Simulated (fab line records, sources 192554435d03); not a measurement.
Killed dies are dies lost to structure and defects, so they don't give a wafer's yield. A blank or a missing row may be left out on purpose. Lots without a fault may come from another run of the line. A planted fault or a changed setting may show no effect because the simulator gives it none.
fab line records | flow n5_finfet
record lots=11 wafers=33 last_day=17
route steps=1938 shown BEOL_M2@894 MIM_BOT_ETCH@1866 TV_LITHO@1883 PASSIVATION@1936
lots that met no fault: from a run of the same line without faults
start_h: hours from the record's first day to the start of the lot's first wafer shown | wait_h: hours since the lot's step before | " the same as in the row above | L1.1+2: a row that stands for several wafers | - no value, or no start given | * or withheld: withheld | < > ~ a bound
route shown NAME@n: a module of which the file shows steps, and the number in the route of the first | usual: mean/standard deviation of fault-free wafers | same: alike in all rows | chamber/n: place in a boat | sites: the reading at each site | _std_site: their standard deviation | _edge_site: outer sites' mean less inner sites' | radius_mm: how far each site lies from the wafer's centre | mask NAME#n: copy n | behind: the tool/chamber that last shaped the wafer | hold: why the lot was held/for how many hours/how that ended | device: the transistor (n, p or np) that didn't switch | end of line: the same wafers' tests at the end of the route | a step without rows: its recipe alone | killed: dies lost to structure and defects at the first sort, not the wafer's yield | map: a wafer's dies, x killed, . not, _ none there
set.NAME: the setting as run; set.NAME@STEP: as run at that earlier step | model.NAME: the simulator's own value behind a step, which no gauge read
steps of the route over a sample of lots; a table a step, a row a wafer
services: from which hour (start_h, from the record's first day; less than 0 if before it) a tool's chamber was out of use, for how many hours, and why
## steps
# step N5_BEOL_M2_HM_STRIP_39
# recipe chemistry=peroxide_tin_strip material=TiN target_depth_a=250 temp_c=50 time_s=158
# columns lot.wafer tool chamber start_h wait_h
L847.1+4+5 wet_bench-01 7,0,2 141.67 0.0
L849.1+3+5 wet_bench-06 0,2,4 151.96 0.0
L848.3+5+6 wet_bench-06 6,2,4 157.28 0.0
L853.1+2+5 wet_bench-01 2,3,6 199.12 0.0
L856.1+2+5 wet_bench-01 5,6,3 199.37 0.0
L863.1+4+5 wet_bench-06 2,6,7 234.05 0.0
L862.1+4+6 wet_bench-06 3,0,1 252.27 0.0
L866.1+4+6 wet_bench-03 7,2,3 265.24 0.0
L869.1+3+5 wet_bench-03 3,2,7 275.44 0.0
L868.3+5+6 wet_bench-01 7,6,5 275.49 0.0
L867.1+5+6 wet_bench-03 7,2,5 281.07 0.0
# step N5_MIM_BOT_ETCH_ETCH_04
# recipe chemistry=CF4/O2 target=SiNx target_depth_a=260 time_s=13 ion_energy_ev=100 pressure_mtorr=40 source_w=535 bias_w=49 Ar_flow_sccm=100 cf4_flow_sccm=100 O2_flow_sccm=10
# usual chamber_pressure_mTorr=40.00/0.043 drypump_motor_current_A=5.8/0.39 oes_f_703_au=0.79/0.068 oes_product_au=0.79/0.072 rf_vpp_V=241.2/1.7 showerhead_plenum_p_Torr=2.21/0.065 throttle_valve_pct=16.06/0.28
# columns lot.wafer tool chamber start_h wait_h chamber_pressure_mTorr drypump_motor_current_A oes_f_703_au oes_product_au rf_hours_counter_h rf_vpp_V showerhead_plenum_p_Torr throttle_valve_pct
L847.1 rie_diel-01 3 266.09 0.0 39.95 6.1 0.85 0.87 35 240.7 2.16 15.58
L847.4 " 2 " " 39.93 5.9 0.70 0.70 217 244.0 2.27 16.26
L847.5 " 2 " " 39.97 5.8 0.70 0.71 - 243.7 2.27 16.25
L849.1 rie_diel-06 2 282.85 0.0 39.95 6.8 0.72 0.71 216 243.7 2.19 16.54
L849.3 " 3 " " 40.02 5.4 0.81 0.81 124 243.5 2.21 15.87
L849.5 " 3 " " 40.01 5.4 0.81 0.81 - 241.0 2.22 15.90
L848.3 rie_diel-03 2 299.08 0.0 39.95 5.6 0.76 0.77 149 243.2 2.29 16.20
L848.5 " 1 " " 39.98 5.8 0.83 0.83 - 240.7 2.32 15.75
L848.6 " 2 " " 39.98 5.6 0.76 0.76 - 242.4 2.29 16.19
L856.1 rie_diel-01 1 319.21 0.0 40.01 5.5 0.78 0.77 155 238.7 2.21 15.74
L856.2 " 2 " " 40.09 5.8 0.69 0.70 235 244.8 2.27 16.28
L856.5 " 0 " " 39.98 5.5 0.81 0.82 - 241.0 2.15 16.33
L853.1 rie_diel-01 0 336.04 0.0 39.99 5.5 0.80 0.80 87 242.2 2.15 16.33
L853.2 " 1 " " 39.97 5.5 0.77 0.77 161 239.9 2.20 15.74
L853.5 " 2 " " 40.05 5.8 0.69 0.70 - 243.0 2.27 16.30
L863.1 rie_diel-03 0 373.50 0.0 40.00 6.0 0.90 0.91 34 241.3 2.25 15.98
L863.4 " 3 " " 40.03 5.1 0.90 0.91 27 243.1 2.34 15.83
L863.5 " 2 " " 39.97 5.7 0.74 0.74 - 243.3 2.28 16.25
L862.1 rie_diel-06 1 376.18 0.0 39.92 5.8 0.78 0.77 146 238.7 2.12 16.33
L862.4 " 3 " " 40.05 5.4 0.78 0.79 156 241.0 2.20 15.95
L862.6 " 1 " " 40.08 5.8 0.77 0.77 - 239.0 2.12 16.33
L866.1 rie_diel-03 0 397.26 0.0 40.04 6.0 0.88 0.90 42 242.5 2.25 16.01
L866.4 " 2 " " 40.04 5.6 0.74 0.73 184 243.5 2.28 16.28
L866.6 " 1 " " 40.02 5.8 0.79 0.79 - 239.8 2.31 15.82
L869.1 rie_diel-06 0 397.42 0.0 40.02 5.7 0.70 0.70 217 239.7 2.19 16.23
L869.3 " 3 " " 39.97 5.4 0.77 0.76 165 241.4 2.20 15.95
L869.5 " 3 " " 40.04 5.4 0.78 0.77 - 241.7 2.20 15.96
L867.1 rie_diel-01 2 401.98 0.0 40.02 5.9 0.93 0.94 11 243.0 2.26 15.83
L867.5 " 3 " " 40.03 6.1 0.79 0.79 - 240.6 2.14 15.67
L867.6 " 2 " " 40.07 5.8 0.92 0.94 - 242.7 2.26 15.84
L868.3 rie_diel-01 1 402.78 0.0 40.03 5.5 0.75 0.74 189 241.1 2.19 15.80
L868.5 " 1 " " 39.97 5.5 0.74 0.74 - 239.7 2.19 15.80
L868.6 " 0 " " 39.75 5.4 0.78 0.77 - 242.4 2.14 16.39
# step N5_MIM_BOT_ETCH_STRIP_01
# recipe chemistry=O2 power_w=600 temp_c=60 pressure_mtorr=30 rf_frequency_hz=6e+07 bias_power_w=0 overash_fraction=0.5 o2_flow_sccm=225
# usual chamber_pressure_mTorr=30.01/0.069 drypump_motor_current_A=5.8/0.38 oes_product_au=0.80/0.076 rf_vpp_V=3.8/1.3 showerhead_plenum_p_Torr=2.11/0.07 throttle_valve_pct=16.72/0.27
# columns lot.wafer tool chamber start_h wait_h chamber_pressure_mTorr drypump_motor_current_A oes_product_au rf_hours_counter_h rf_vpp_V showerhead_plenum_p_Torr throttle_valve_pct
L847.1 rie_diel-01 0 266.41 0.1 29.94 5.5 0.83 64 4.9 2.03 16.89
L847.4 " 1 " " 30.02 5.5 0.79 137 5.0 2.11 16.38
L847.5 " 1 " " 29.96 5.5 0.78 - 5.0 2.11 16.34
L849.1 rie_diel-03 0 283.17 0.1 30.01 6.0 1.01 0 4.0 2.16 16.68
L849.3 " 2 " " 30.06 5.6 0.76 142 0.7 2.19 16.91
L849.5 " 1 " " 30.01 5.8 0.85 - 2.9 2.22 16.46
L848.3 rie_diel-06 1 299.43 0.1 29.77 5.8 0.79 117 4.5 2.02 16.91
L848.5 " 0 " " 29.96 5.8 0.72 - 3.7 2.10 16.84
L848.6 " 3 " " 30.09 5.4 0.78 - 2.7 2.10 16.60
L856.1 rie_diel-06 1 319.74 0.2 30.03 5.8 0.76 125 4.1 2.01 16.93
L856.2 " 2 " " 30.02 6.9 0.73 231 1.6 2.07 17.22
L856.5 " 3 " " 30.06 5.4 0.77 - 3.1 2.10 16.58
L853.1 rie_diel-06 1 336.44 0.1 30.07 5.7 0.78 132 5.9 2.01 16.98
L853.2 " 3 " " 30.02 5.4 0.78 143 5.5 2.10 16.58
L853.5 " 0 " " 30.09 5.7 0.71 - 3.3 2.09 16.86
L863.1 rie_diel-06 1 373.82 0.1 30.05 5.7 0.76 145 4.3 2.01 16.97
L863.4 " 3 " " 30.01 5.4 0.77 156 4.8 2.09 16.60
L863.5 " 0 " " 30.08 5.8 0.71 - 5.9 2.08 16.90
L862.1 rie_diel-06 2 376.54 0.1 30.02 6.8 0.70 249 4.5 2.06 17.18
L862.4 " 0 " " 30.00 5.7 0.71 207 2.0 2.09 16.91
L862.6 " 2 " " 30.04 6.8 0.69 - 3.4 2.06 17.24
L866.1 rie_diel-06 1 397.58 0.1 30.00 5.8 0.76 152 2.8 2.00 17.00
L866.4 " 3 " " 29.97 5.4 0.76 - 5.0 2.09 16.61
L866.6 " 1 " " 30.03 5.8 0.74 - 3.4 2.00 16.99
L869.1 rie_diel-01 3 397.74 0.1 29.93 6.1 0.80 84 2.5 2.02 16.28
L869.3 " 0 " " 30.04 5.4 0.78 114 4.4 2.02 16.96
L869.5 " 3 " " 29.93 6.1 0.81 - 2.8 2.02 16.32
L867.1 rie_diel-06 1 402.36 0.1 29.92 5.8 0.75 154 3.4 2.00 16.98
L867.5 " 0 " " 29.89 5.8 0.71 - 3.3 2.08 16.94
L867.6 " 1 " " 29.93 5.8 0.75 - 5.6 2.00 16.99
L868.3 rie_diel-03 0 403.10 0.1 30.05 6.0 0.89 44 2.1 2.14 16.73
L868.5 " 1 " " 29.94 5.8 0.78 - 4.3 2.20 16.53
L868.6 " 0 " " 29.93 6.0 0.88 - 6.8 2.14 16.73
# step N5_PASSIVATION_CD_MEAS_10
# recipe target_cd_nm=3000 landing_energy_ev=500 detector=se_inlens
# usual cd_nm=2999.9/1.6
# columns lot.wafer tool chamber start_h wait_h cd_nm
L847.1 cd_sem-03 0 268.16 - 2996.8
L847.4 " 0 " " 3000.0
L847.5 " 0 " " 2998.7
L849.1 cd_sem-02 0 284.33 - 2999.5
L849.3 " 0 " " 3001.4
L849.5 " 0 " " 2998.7
L848.3 cd_sem-03 0 302.36 - 2999.6
L848.5 " 0 " " 2998.3
L848.6 " 0 " " 2998.0
L856.1 cd_sem-03 0 321.08 - 2998.7
L856.2 " 0 " " 3001.2
L856.5 " 0 " " 3002.4
L853.1 cd_sem-02 0 338.02 - 2999.6
L853.2 " 0 " " 3000.8
L853.5 " 0 " " 2999.5
L863.1 cd_sem-01 0 374.85 - 2999.9
L863.4 " 0 " " 2999.0
L863.5 " 0 " " 3000.4
L862.1 cd_sem-02 0 379.11 - 2998.2
L862.4 " 0 " " 2997.4
L862.6 " 0 " " 2998.5
L866.1 cd_sem-02 0 399.89 - 3000.5
L866.4 " 0 " " 2999.0
L866.6 " 0 " " 2997.8
L869.1 cd_sem-03 0 400.05 - 3000.2
L869.3 " 0 " " 2999.1
L869.5 " 0 " " 3000.5
L867.1 cd_sem-03 0 403.62 - 3000.1
L867.5 " 0 " " 2998.9
L867.6 " 0 " " 2999.7
L868.3 cd_sem-01 0 406.88 - 2999.4
L868.5 " 0 " " 3000.1
L868.6 " 0 " " 2999.9
# step N5_PASSIVATION_PROBE_49
# usual defect_limited_yield=91.1/1.4 killed_at_M0_to_M3=33/10 killed_at_M4_up=15/5.8 killed_at_contacts=13/5.9 killed_at_front_end=39/11 killed_at_other=4/3.6 killed_dies=105/16 killed_open=68/11 killed_short=34/7.8 sort_bin_5_function=5.2/0.88 sort_bin_6_memory=3.3/0.61 sort_n_pass=1075/16 sort_yield_pct=91.1/1.4
# same gross_dies=1180 killed_at_back_side=0 sort_bin_4_leakage[%]=0 sort_bin_8_speed[%]=0
# columns lot.wafer tool chamber start_h wait_h defect_limited_yield[%] killed_at_M0_to_M3 killed_at_M4_up killed_at_contacts killed_at_front_end killed_at_other killed_dies killed_open killed_short sort_bin_5_function[%] sort_bin_6_memory[%] sort_n_pass sort_yield_pct[%]
L856.1 prober-02 - 328.35 0.0 90.3 26 34 19 29 6 114 77 29 5.8 3.7 1066 90.3
L856.2 prober-02 - 328.40 0.1 91.2 29 15 19 39 2 104 67 33 4.7 3.8 1076 91.2
L856.5 prober-02 - 328.55 0.2 78.6 181 9 22 38 3 253 62 25 13.0 4.3 927 78.6
L853.1 prober-01 - 345.43 0.0 91.0 46 23 9 24 4 106 73 29 5.8 3.0 1074 91.0
L853.2 prober-01 - 345.48 0.1 79.2 198 17 2 22 6 245 44 27 12.8 4.2 935 79.2
L853.5 prober-01 - 345.63 0.2 91.0 50 13 9 34 0 106 65 36 4.7 3.7 1074 91.0
# killed by level:class
L856.1 BEOL_M4:geometric_particle:open=19 MOL_CONTACT_COAG:geometric_particle:open=13 BEOL_M3:geometric_particle:open=8 FIN_SAQP:geometric_particle:open=6 STI_FIN_REVEAL:geometric_particle:open=5 DUMMY_GATE:geometric_particle:open=5 BEOL_M5:geometric_particle:open=5 MOL_CONTACT_COAG:geometric_particle:short=4
L856.2 MOL_CONTACT_COAG:geometric_particle:open=17 DUMMY_GATE:geometric_particle:open=7 BEOL_M0_SAQP:geometric_particle:short=7 BEOL_M1:geometric_particle:open=7 BEOL_M4:geometric_particle:open=6 BEOL_M3:geometric_particle:open=6 FIN_SAQP:geometric_particle:open=5 STI_FIN_REVEAL:geometric_particle:open=4
L856.5 BEOL_M2:unspecified=164 MOL_CONTACT_COAG:geometric_particle:open=16 FIN_SAQP:geometric_particle:open=10 FIN_SAQP:geometric_particle:short=7 STI_FIN_REVEAL:geometric_particle:open=7 MOL_CONTACT_COAG:geometric_particle:short=6 DUMMY_GATE:geometric_particle:open=5 BEOL_M3:geometric_particle:open=5
L853.1 BEOL_M2:geometric_particle:open=18 BEOL_M4:geometric_particle:open=10 MOL_CONTACT_COAG:geometric_particle:open=7 BEOL_M0_SAQP:geometric_particle:open=7 BEOL_M0_SAQP:geometric_particle:short=6 BEOL_M2:geometric_particle:short=6 BEOL_M3:geometric_particle:open=6 FIN_SAQP:geometric_particle:short=4
L853.2 BEOL_M2:unspecified=168 BEOL_M2:geometric_particle:open=8 FIN_SAQP:geometric_particle:open=5 ILD0:geometric_particle:short=5 BEOL_M0_SAQP:geometric_particle:open=5 GATE_CUT:geometric_particle:short=4 BEOL_M0_SAQP:geometric_particle:short=4 BEOL_M1:geometric_particle:open=4
L853.5 FIN_SAQP:geometric_particle:short=11 BEOL_M0_SAQP:geometric_particle:open=9 BEOL_M2:geometric_particle:open=9 MOL_CONTACT_COAG:geometric_particle:open=8 BEOL_M0_SAQP:geometric_particle:short=8 FIN_SAQP:geometric_particle:open=7 BEOL_M3:geometric_particle:open=6 ILD0:geometric_particle:open=4
## services
# columns tool chamber start_h hours kind
wet_bench-01 - 135.36 0.6 repair
rie_diel-01 3 137.44 - clean
rie_diel-01 3 137.44 - consumable_replace:focus_ring
rie_diel-01 3 137.44 23.2 scheduled_down
rie_diel-01 3 137.44 23.2 vent_cycle
rie_diel-06 - 174.50 0.2 repair
rie_diel-03 1 191.39 1.3 repair
wet_bench-01 - 218.12 3.4 repair
rie_diel-01 1 247.05 2.6 repair
rie_diel-03 3 247.54 9.3 repair
rie_diel-03 - 267.25 1.6 repair
wet_bench-06 - 274.45 1.9 pm
rie_diel-03 2 330.71 4.4 repair
rie_diel-01 2 357.51 - clean
rie_diel-01 2 357.51 - consumable_replace:focus_ring
rie_diel-01 2 357.51 16.1 scheduled_down
rie_diel-06 - 370.27 2.8 pm
rie_diel-06 2 379.23 - clean
rie_diel-06 2 379.23 - consumable_replace:esc
rie_diel-06 2 379.23 - consumable_replace:focus_ring
rie_diel-06 2 379.23 23.6 scheduled_down
rie_diel-06 2 379.23 23.6 vent_cycle
rie_diel-06 1 389.46 5.7 repair
rie_diel-03 3 390.81 4.9 repair
## key
first_sign step=N5_PASSIVATION_PROBE_49 reading=killed_at_M0_to_M3 direction=up sigmas=15 usual=33 struck=190
effect step=N5_PASSIVATION_PROBE_49 reading=defect_limited_yield direction=down sigmas=9 usual=91.1 struck=78.9
more_kills_born_at N5_BEOL_M2_HM_STRIP_39@wet_bench-01=332
met_at N5_BEOL_M2_HM_STRIP_39
struck_lots L853,L856
struck_wafers L853.2,L856.5
not_acting_at N5_MIM_BOT_ETCH_ETCH_04,N5_MIM_BOT_ETCH_STRIP_01,N5_PASSIVATION_CD_MEAS_10
fault kind=chamber_particle_source tool=wet_bench-01 chamber=3 onset_h=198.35 steps=N5_BEOL_M2_HM_STRIP_39 rate_per_visit_cm2=2.0232 end_h=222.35
